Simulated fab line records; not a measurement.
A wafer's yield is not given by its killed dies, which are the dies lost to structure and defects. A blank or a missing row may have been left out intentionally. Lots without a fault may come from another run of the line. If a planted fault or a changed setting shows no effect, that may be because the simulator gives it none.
Which tool is to blame? + flow n5_finfet + 24 lots with 72 wafers sampled at 2 steps, on a route of 1938 steps

WHAT THE GAUGES READ, wafer by wafer
N5_BEOL_M7_RS_MEAS_57: measures by four-point-probe.
| lot  | measured     | on            | M7_RS (ohm/sq)    |
|------|--------------|---------------|-------------------|
| L075 | day 9 00:29  | film_metro-01 | 0.306 0.300 0.306 |
| L074 | day 9 15:23  | film_metro-02 | 0.289 0.281 0.291 |
| L076 | day 9 16:11  | film_metro-01 | 0.308 0.287 0.294 |
| L077 | day 9 16:10  | film_metro-01 | 0.280 0.290 0.299 |
| L078 | day 10 07:17 | film_metro-01 | 0.300 0.302 0.291 |
| L079 | day 10 07:02 | film_metro-02 | 0.286 0.285 0.289 |
| L080 | day 10 14:32 | film_metro-02 | 0.300 0.298 0.292 |
| L081 | day 10 18:01 | film_metro-02 | 0.289 0.288 0.296 |
| L082 | day 10 20:44 | film_metro-01 | 0.298 0.281 0.299 |
| L083 | day 11 01:48 | film_metro-02 | 0.292 0.280 0.269 |
| L084 | day 11 16:59 | film_metro-01 | 0.290 0.289 0.281 |
| L085 | day 11 21:23 | film_metro-02 | 0.298 0.286 0.290 |
| L086 | day 12 06:45 | film_metro-02 | 0.292 0.293 0.299 |
| L087 | day 13 03:14 | film_metro-01 | 0.297 0.291 0.296 |
| L089 | day 13 05:20 | film_metro-01 | 0.282 0.287 0.284 |
| L088 | day 13 07:32 | film_metro-01 | 0.296 0.302 0.302 |
| L090 | day 13 12:31 | film_metro-01 | 0.288 0.272 0.280 |
| L091 | day 13 14:57 | film_metro-01 | 0.286 0.291 0.279 |
| L093 | day 14 00:50 | film_metro-01 | 0.273 0.282 0.274 |
| L094 | day 14 05:20 | film_metro-01 | 0.279 0.271 0.284 |
| L092 | day 14 05:52 | film_metro-01 | 0.281 0.289 0.288 |
| L095 | day 14 14:48 | film_metro-01 | 0.284 0.275 0.291 |
| L096 | day 14 22:06 | film_metro-02 | 0.281 0.292 0.302 |
| L097 | day 15 01:16 | film_metro-01 | 0.275 0.281 0.279 |

WHICH TOOL RAN EACH LOT (tool, then ch and the chambers of the sampled wafers, then the start)
| lot  | N5_BEOL_M7_HM_DEP_02         |
|------|------------------------------|
| L075 | pvd_sputter-02, day 8 17:22  |
| L074 | pvd_sputter-03, day 9 08:40  |
| L076 | pvd_sputter-03, day 9 10:56  |
| L077 | pvd_sputter-03, day 9 11:13  |
| L078 | pvd_sputter-01, day 9 22:43  |
| L079 | pvd_sputter-02, day 10 00:23 |
| L080 | pvd_sputter-03, day 10 09:58 |
| L081 | pvd_sputter-02, day 10 13:22 |
| L082 | pvd_sputter-01, day 10 13:47 |
| L083 | pvd_sputter-03, day 10 19:32 |
| L084 | pvd_sputter-01, day 11 09:21 |
| L085 | pvd_sputter-03, day 11 15:13 |
| L086 | pvd_sputter-02, day 11 23:55 |
| L087 | pvd_sputter-02, day 12 21:02 |
| L089 | pvd_sputter-03, day 13 00:52 |
| L088 | pvd_sputter-02, day 13 01:07 |
| L090 | pvd_sputter-02, day 13 06:35 |
| L091 | pvd_sputter-02, day 13 09:34 |
| L093 | pvd_sputter-02, day 13 19:32 |
| L094 | pvd_sputter-03, day 13 23:44 |
| L092 | pvd_sputter-02, day 14 00:00 |
| L095 | pvd_sputter-02, day 14 07:40 |
| L096 | pvd_sputter-01, day 14 16:38 |
| L097 | pvd_sputter-03, day 14 19:22 |
- N5_BEOL_M7_HM_DEP_02: deposits TiN, target thk 20 nm.

AS READ BY THE TOOLS THEMSELVES (means over the sampled wafers that have a number; for cases with no such wafer, the mark the record gives instead)
N5_BEOL_M7_HM_DEP_02.
| lot  | tool           | throttle_valve_pct (%) |
|------|----------------|------------------------|
| L075 | pvd_sputter-02 | 29.7                   |
| L074 | pvd_sputter-03 | 31.0                   |
| L076 | pvd_sputter-03 | 30.0                   |
| L077 | pvd_sputter-03 | 30.6                   |
| L078 | pvd_sputter-01 | 31.3                   |
| L079 | pvd_sputter-02 | 29.4                   |
| L080 | pvd_sputter-03 | 30.8                   |
| L081 | pvd_sputter-02 | 29.4                   |
| L082 | pvd_sputter-01 | 30.7                   |
| L083 | pvd_sputter-03 | 28.8                   |
| L084 | pvd_sputter-01 | 30.5                   |
| L085 | pvd_sputter-03 | 30.2                   |
| L086 | pvd_sputter-02 | 29.5                   |
| L087 | pvd_sputter-02 | 28.6                   |
| L089 | pvd_sputter-03 | 30.1                   |
| L088 | pvd_sputter-02 | 29.8                   |
| L090 | pvd_sputter-02 | 28.9                   |
| L091 | pvd_sputter-02 | 29.9                   |
| L093 | pvd_sputter-02 | 29.8                   |
| L094 | pvd_sputter-03 | 30.9                   |
| L092 | pvd_sputter-02 | 29.8                   |
| L095 | pvd_sputter-02 | 29.3                   |
| L096 | pvd_sputter-01 | 29.4                   |
| L097 | pvd_sputter-03 | 29.6                   |

THE ANSWER, worked out from the rows above alone
Rule: what is usual is taken from the lots themselves. The widest of any qualifying gaps counts: lots, ordered by their means at a reading, are off when they make up no more than a third of the lots, leave a main group of 4 or more, and stand apart from it by 3 or more times the standard deviation of that group's means. A main group whose means are all the same, to the digits that the tables above print for the reading, isn't used. Also off: a lot with no number at a reading for which 4 or more lots have one. The other lots that the step has rows for count as sound. The gauges are gone through in route order, then the tools' own readings, and for those a lot's mean is taken as printed above. At the first step where some lot is off, the reading lying furthest off is the one used; lots without a number count as furthest.
Nothing can be told from this: no lot is off at any reading shown.

WHAT THE SIMULATOR PUT IN
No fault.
